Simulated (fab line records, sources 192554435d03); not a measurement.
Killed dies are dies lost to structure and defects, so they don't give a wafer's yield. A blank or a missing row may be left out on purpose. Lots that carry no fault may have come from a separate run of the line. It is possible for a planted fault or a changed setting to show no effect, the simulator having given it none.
What tool caused it? / flow n5_finfet / 24 wafers sampled from 8 lots at 1 step of a route of 1938

== WHAT THE GAUGES SHOWED, per wafer ==
N5_BEOL_M4_RC_MEAS_101. Usual: DIBL_N 36.3 mV/V, standard deviation 1.2; DIBL_P 36.1 mV/V, standard deviation 1.6; IOFF_N 0.161 nA/um, standard deviation 0.023; IOFF_P 0.209 nA/um, standard deviation 0.027; ION_N 676 uA/um, standard deviation 8.9; ION_P 462 uA/um, standard deviation 5.3; SS_N 71.5 mV/dec, standard deviation 0.51; SS_P 73.2 mV/dec, standard deviation 0.5; VT_N 249.1 mV, standard deviation 2.5; VT_P -249.9 mV, standard deviation 2.8.
lot=L290; measured=day 8 14:11; on=prober-02; DIBL_N (mV/V)=35.7 34.9 34.4; DIBL_P (mV/V)=34.7 33.4 33.8; IOFF_N (nA/um)=0.146 0.125 0.125; IOFF_P (nA/um)=0.190 0.172 0.180; ION_N (uA/um)=672 666 667; ION_P (uA/um)=463 457 464; SS_N (mV/dec)=71.5 70.9 71.1; SS_P (mV/dec)=72.8 72.9 72.9; VT_N (mV)=252.3 252.6 252.0; VT_P (mV)=-249.1 -253.1 -251.7; flag=
lot=L292; measured=day 9 04:35; on=prober-02; DIBL_N (mV/V)=37.6 36.4 37.9; DIBL_P (mV/V)=36.7 36.1 37.3; IOFF_N (nA/um)=0.184 0.168 0.192; IOFF_P (nA/um)=0.262 0.241 0.272; ION_N (uA/um)=682 686 678; ION_P (uA/um)=471 468 465; SS_N (mV/dec)=71.5 71.5 71.8; SS_P (mV/dec)=73.2 73.4 73.4; VT_N (mV)=245.7 247.2 248.0; VT_P (mV)=-246.9 -244.0 -243.8; flag=
lot=L300; measured=day 11 01:43; on=prober-02; DIBL_N (mV/V)=38.5 38.4 36.0; DIBL_P (mV/V)=37.1 37.0 35.3; IOFF_N (nA/um)=0.182 0.186 0.138; IOFF_P (nA/um)=0.229 0.229 0.193; ION_N (uA/um)=678 671 658; ION_P (uA/um)=466 459 455; SS_N (mV/dec)=72.4 72.5 71.4; SS_P (mV/dec)=73.8 73.3 73.3; VT_N (mV)=249.7 249.1 255.3; VT_P (mV)=-249.3 -247.8 -251.9; flag=
lot=L299; measured=day 11 06:47; on=prober-02; DIBL_N (mV/V)=36.9 35.8 36.5; DIBL_P (mV/V)=36.3 35.2 35.7; IOFF_N (nA/um)=0.165 0.153 0.152; IOFF_P (nA/um)=0.255 0.231 0.236; ION_N (uA/um)=678 678 671; ION_P (uA/um)=471 470 467; SS_N (mV/dec)=71.0 71.1 71.5; SS_P (mV/dec)=72.7 72.7 73.2; VT_N (mV)=247.4 244.7 248.8; VT_P (mV)=-244.3 -244.4 -244.2; flag=
lot=L301; measured=day 11 15:14; on=prober-02; DIBL_N (mV/V)=36.4 37.0 35.9; DIBL_P (mV/V)=35.7 36.8 36.1; IOFF_N (nA/um)=0.165 0.178 0.161; IOFF_P (nA/um)=0.181 0.193 0.187; ION_N (uA/um)=666 674 671; ION_P (uA/um)=457 456 455; SS_N (mV/dec)=72.0 71.8 70.9; SS_P (mV/dec)=73.6 74.2 73.5; VT_N (mV)=247.4 249.3 249.5; VT_P (mV)=-253.8 -253.1 -253.2; flag=
lot=L307; measured=day 12 14:43; on=prober-02; DIBL_N (mV/V)=36.8 38.2 37.9; DIBL_P (mV/V)=37.2 37.8 37.5; IOFF_N (nA/um)=0.177 0.200 0.186; IOFF_P (nA/um)=0.220 0.232 0.225; ION_N (uA/um)=679 688 680; ION_P (uA/um)=460 462 467; SS_N (mV/dec)=72.2 71.8 72.0; SS_P (mV/dec)=73.3 73.2 72.1; VT_N (mV)=249.4 247.3 247.4; VT_P (mV)=-250.5 -247.2 -249.5; flag=
lot=L309; measured=day 13 06:17; on=prober-01; DIBL_N (mV/V)=35.6 36.1 36.0; DIBL_P (mV/V)=36.5 37.8 37.2; IOFF_N (nA/um)=0.161 0.182 0.166; IOFF_P (nA/um)=0.215 0.238 0.222; ION_N (uA/um)=666 681 677; ION_P (uA/um)=461 461 462; SS_N (mV/dec)=71.9 71.8 72.7; SS_P (mV/dec)=73.0 73.9 73.7; VT_N (mV)=249.0 246.7 248.1; VT_P (mV)=-250.2 -247.1 -251.9; flag=
lot=L310; measured=day 13 22:22; on=prober-01; DIBL_N (mV/V)=37.1 36.0 35.0; DIBL_P (mV/V)=36.4 35.6 34.3; IOFF_N (nA/um)=0.166 0.143 0.132; IOFF_P (nA/um)=0.217 0.202 0.178; ION_N (uA/um)=679 674 662; ION_P (uA/um)=465 463 457; SS_N (mV/dec)=71.8 71.9 71.6; SS_P (mV/dec)=73.3 73.1 73.4; VT_N (mV)=250.1 250.6 251.1; VT_P (mV)=-246.2 -248.4 -248.6; flag=

== EACH LOT AND THE TOOL THAT RAN IT (in order: tool; ch and the chambers of the sampled wafers; start) ==
The record shows no process step preceding these readings.

== WHAT THE TOOLS THEMSELVES READ (means of the sampled wafers that have a number; where no wafer has one, the mark that the record gives instead) ==
The record holds no such reading with a usual standard deviation.

== THE ANSWER, worked out from the rows above alone ==
Rule: lot off if the mean of its wafers having a number is beyond 3 standard deviations from the usual mean. Also off: a lot with no number at a reading for which 4 or more lots have one. The other lots that the step has rows for count as sound. The gauges are gone through in route order, then the tools' own readings, and for those a lot's mean is taken as printed above. At the first step where some lot is off, the reading lying furthest off is the one used; lots without a number count as furthest.
Across all readings shown, no lot is off: no conclusion can be drawn from this.

== WHAT HAD BEEN PUT IN BY THE SIMULATOR ==
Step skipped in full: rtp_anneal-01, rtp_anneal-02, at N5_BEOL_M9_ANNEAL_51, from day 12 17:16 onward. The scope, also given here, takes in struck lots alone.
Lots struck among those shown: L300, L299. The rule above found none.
